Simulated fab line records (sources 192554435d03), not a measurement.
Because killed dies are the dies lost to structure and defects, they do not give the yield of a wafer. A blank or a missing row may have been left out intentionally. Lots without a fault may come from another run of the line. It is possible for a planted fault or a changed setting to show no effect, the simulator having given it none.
Matching of chambers ; flow n5-finfet ; cmp-04 running N5_GATE_CUT_CMP_43: 4 sister chambers
The step polishes SiO2. 4 wafers are shown with their chamber, then 8 later ones without.

== WAFERS WITH THEIR CHAMBER ==
wafer;chamber;motor-current-A (A)
L082.1;0;14.4
L082.2;3;13.5
L083.4;2;12.8
L088.1;1;10.8

== WAFERS WITHOUT THEIR CHAMBER ==
wafer;motor-current-A (A)
L088.3;14.3
L088.5;13.7
L092.1;14.7
L092.3;11.0
L092.4;11.9
L095.2;13.9
L095.3;10.7
L095.5;13.6

== CHAMBER TAKEN BY EACH ==
wafer;from the rows above;in truth
L088.3;can't be placed: 0 or 3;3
L088.5;can't be placed: 3 or 0 or 2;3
L092.1;0;0
L092.3;1;1
L092.4;can't be placed: 2 or 1 or 3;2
L095.2;can't be placed: 3 or 0 or 2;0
L095.3;1;1
L095.5;can't be placed: 3 or 2 or 0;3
Correct placement for 3 of the 8. Unplaceable from these rows: 5, with the true chamber sitting among the candidates in 5. Placed wrongly: 0.
How it was worked out, from the rows above alone: a wafer's distance from a chamber is the root of the sum, over the readings, of the square of ((its reading less the chamber's mean) divided by the reading's scatter). If the next closest chamber is less than 2 further off than the closest, the wafer can't be placed; otherwise it belongs to the closest. A chamber's mean is the mean of its shown wafers. The scatter: root of mean squared gap, hidden wafer to nearest shown wafer, with one shown wafer a chamber.
